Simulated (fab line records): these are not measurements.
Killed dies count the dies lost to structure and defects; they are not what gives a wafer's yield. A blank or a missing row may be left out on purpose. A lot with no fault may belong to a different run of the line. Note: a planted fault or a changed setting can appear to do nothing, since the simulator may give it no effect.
Chamber matching || flow n5-finfet || N5_BEOL_M15_DEP_53 on pecvd-02 has 3 sister chambers
The step deposits SiCN from 3MS/NH3, target thk 50 nm, time 17.8 s. 3 wafers are shown with their chamber, then 9 later ones without.

## EACH WAFER AND ITS CHAMBER
{"wafer": "L088.2", "chamber": 0, "showerhead-plenum-p-Torr (Torr)": 4.159}
{"wafer": "L088.5", "chamber": 2, "showerhead-plenum-p-Torr (Torr)": 4.139}
{"wafer": "L088.6", "chamber": 1, "showerhead-plenum-p-Torr (Torr)": 4.167}

## WAFERS WITH NO CHAMBER GIVEN
{"wafer": "L091.3", "showerhead-plenum-p-Torr (Torr)": 4.169}
{"wafer": "L091.4", "showerhead-plenum-p-Torr (Torr)": 4.128}
{"wafer": "L091.5", "showerhead-plenum-p-Torr (Torr)": 4.164}
{"wafer": "L095.1", "showerhead-plenum-p-Torr (Torr)": 4.172}
{"wafer": "L095.2", "showerhead-plenum-p-Torr (Torr)": 4.166}
{"wafer": "L095.6", "showerhead-plenum-p-Torr (Torr)": 4.167}
{"wafer": "L097.4", "showerhead-plenum-p-Torr (Torr)": 4.172}
{"wafer": "L097.5", "showerhead-plenum-p-Torr (Torr)": 4.131}
{"wafer": "L097.6", "showerhead-plenum-p-Torr (Torr)": 4.148}

## CHAMBER TAKEN BY EACH
{"wafer": "L091.3", "from the rows above": "can't be placed: 1 or 0", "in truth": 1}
{"wafer": "L091.4", "from the rows above": 2, "in truth": 2}
{"wafer": "L091.5", "from the rows above": "can't be placed: 1 or 0", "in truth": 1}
{"wafer": "L095.1", "from the rows above": "can't be placed: 1 or 0", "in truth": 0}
{"wafer": "L095.2", "from the rows above": "can't be placed: 1 or 0", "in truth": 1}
{"wafer": "L095.6", "from the rows above": "can't be placed: 1 or 0", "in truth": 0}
{"wafer": "L097.4", "from the rows above": "can't be placed: 1 or 0", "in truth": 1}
{"wafer": "L097.5", "from the rows above": 2, "in truth": 2}
{"wafer": "L097.6", "from the rows above": "can't be placed: 2 or 0 or 1", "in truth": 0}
2 of 9 placed correctly. These rows do not allow placing 7 (true chamber among the candidates in 7). Number placed wrongly: 0.
How it was worked out, from the rows above alone: a wafer's distance from a chamber is the root of the sum, over the readings, of the square of ((its reading less the chamber's mean) divided by the reading's scatter). The wafer belongs to the nearest chamber; if the next one is less than 2 further off, it can't be placed. For every chamber, the mean is computed from those of its wafers that are shown. The scatter: root of mean squared gap, hidden wafer to nearest shown wafer, with one shown wafer a chamber.
